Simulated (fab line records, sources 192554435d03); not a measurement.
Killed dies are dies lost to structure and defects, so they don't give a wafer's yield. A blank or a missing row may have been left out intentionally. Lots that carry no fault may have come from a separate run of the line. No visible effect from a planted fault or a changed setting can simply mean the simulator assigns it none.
Chamber matching    flow n5-finfet    rie-diel-02 running N5_BEOL_M0_SAQP_ETCH_49: 4 sister chambers
The step etches SiO2 in CF4/O2, target depth 37 nm. 4 wafers are shown with their chamber, then 9 later ones without.

## WAFERS PAIRED WITH THEIR CHAMBERS
wafer   chamber  showerhead-plenum-p-Torr (Torr)
L079.6  0        2.26
L086.1  1        2.11
L086.4  2        2.15
L086.6  3        2.11

## WAFERS WHOSE CHAMBER IS MISSING
wafer   showerhead-plenum-p-Torr (Torr)
L090.1  2.14
L090.4  2.11
L090.5  2.14
L091.1  2.10
L091.4  2.11
L091.6  2.14
L093.1  2.14
L093.3  2.25
L093.5  2.25

## CHAMBER TAKEN BY EACH
wafer   from the rows above      in truth
L090.1  2                        2
L090.4  can't be placed: 1 or 3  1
L090.5  2                        2
L091.1  can't be placed: 1 or 3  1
L091.4  can't be placed: 1 or 3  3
L091.6  2                        2
L093.1  2                        2
L093.3  0                        0
L093.5  0                        0
Correctly placed: 6 of 9. Can't be placed from these rows: 3 (the true chamber is among the candidates in 3). Number placed wrongly: 0.
How it was worked out, from the rows above alone: a wafer's distance from a chamber is the root of the sum, over the readings, of the square of ((its reading less the chamber's mean) divided by the reading's scatter). If the next closest chamber is less than 2 further off than the closest, the wafer can't be placed; otherwise it belongs to the closest. Each chamber's mean is taken over the wafers shown for it. The scatter: root of mean squared gap, hidden wafer to nearest shown wafer, with one shown wafer a chamber.
